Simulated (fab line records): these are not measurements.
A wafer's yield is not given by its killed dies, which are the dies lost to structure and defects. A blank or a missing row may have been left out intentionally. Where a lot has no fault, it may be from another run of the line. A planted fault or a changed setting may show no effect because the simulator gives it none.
8D (eight disciplines) problem report, filled in by code -- flow n5Finfet -- the parts of the form that need people (team, actions taken, sign-off) are left out

## 1. WHAT IS WRONG
Mean of spinSpeedRpm at N5_MOL_CONTACT_COAG_COAT_78: 1401.8 rpm across 6 wafers in 2 lots; on wafers with no fault it is 1500.0 rpm (standard deviation 1.1). Measured from the usual mean, that is -89 standard deviations.
The step: resist thk 40 nm.
The first sign was on wafer L646.1 at day 8 13:28, on lithoTrack-01. The record has a number at this step for 29 wafers belonging to 10 lots. Rule for "out" (also "out of limits"): further than 4 standard deviations from the usual mean. Any other wafer with a number is counted as sound.

## 2. WHAT IT IS, AND WHAT IT ISN'T
question,is,is not
which readings at this step,spinSpeedRpm,-
which lots,"L646, L647","L632, L634, L635, L638, L645, L649, L652, L655"
which wafers of those lots,all that have a number,-
read on which tools,lithoTrack-01,"lithoTrack-02, lithoTrack-04"
when,from day 8 13:28,"up to then (15 sound wafers); but 8 sound wafers of L649, L652, L655 came after"

## 3. SUSPECTS, AND WHAT RULES EACH OUT
Counting: a tool at a process step up to the reading stays a suspect if it ran every lot that is out and no sound lot after the first of them.
- pvdSputter-03 at N5_MOL_CONTACT_COAG_TI_SIL_19 (material Ti, target thk 4.2 nm, time 15 s): ruled out as a lasting fault. Sound lots L649 ran on it after its first lot that is out, L646 (day 8 05:15).
- rtpAnneal-02 at N5_MOL_CONTACT_COAG_ANNEAL_113 (time 300 s): ruled out as a lasting fault. Sound lots L649, L652, L655 ran on it after its first lot that is out, L646 (day 8 07:04).
- lithoTrack-01 at N5_MOL_CONTACT_COAG_COAT_78 (resist thk 40 nm): kept. All lots that are out passed through it, beginning with L646 at day 8 13:28, and no sound lot followed; its final sound lot before that point was L645 at day 8 06:40. On those wafers its own readings are out: spinSpeedRpm.
Left after counting: lithoTrack-01 at N5_MOL_CONTACT_COAG_COAT_78.

## 4. THE CAUSE (what the simulator had put in)
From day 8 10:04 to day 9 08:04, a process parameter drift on lithoTrack-01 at N5_MOL_CONTACT_COAG_COAT_78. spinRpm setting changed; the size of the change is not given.
Counting left only this tool.

## 5. SEQUENCE OF EFFECTS, ordered by route
Rows list readings where the struck wafers' mean (over those with a number) sits beyond 3 standard deviations from the usual. Readings are gone through only where the record gives a usual standard deviation; hours: the median, over the lots, of the time from a lot's start at the first step in this table giving one to that lot's start at this step; sigmas: the change measured in usual standard deviations.
hours,step,reading,usual,on struck wafers,change,sigmas
0,N5_MOL_CONTACT_COAG_COAT_78,spinSpeedRpm,1500.0 rpm,1401.8,-98.2,-89
Its process steps:
- N5_MOL_CONTACT_COAG_COAT_78: resist thk 40 nm.
At these later measuring or inspecting steps, every struck wafer for which the step has a row has a number for every such reading, and none has moved that far: N5_BEOL_M4_RC_MEAS_101.

## 6. HOW IT WOULD HAVE BEEN CAUGHT EARLIER
In this record the first reading out of limits was taken at day 8 13:28, 3 hours after the fault began at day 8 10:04.
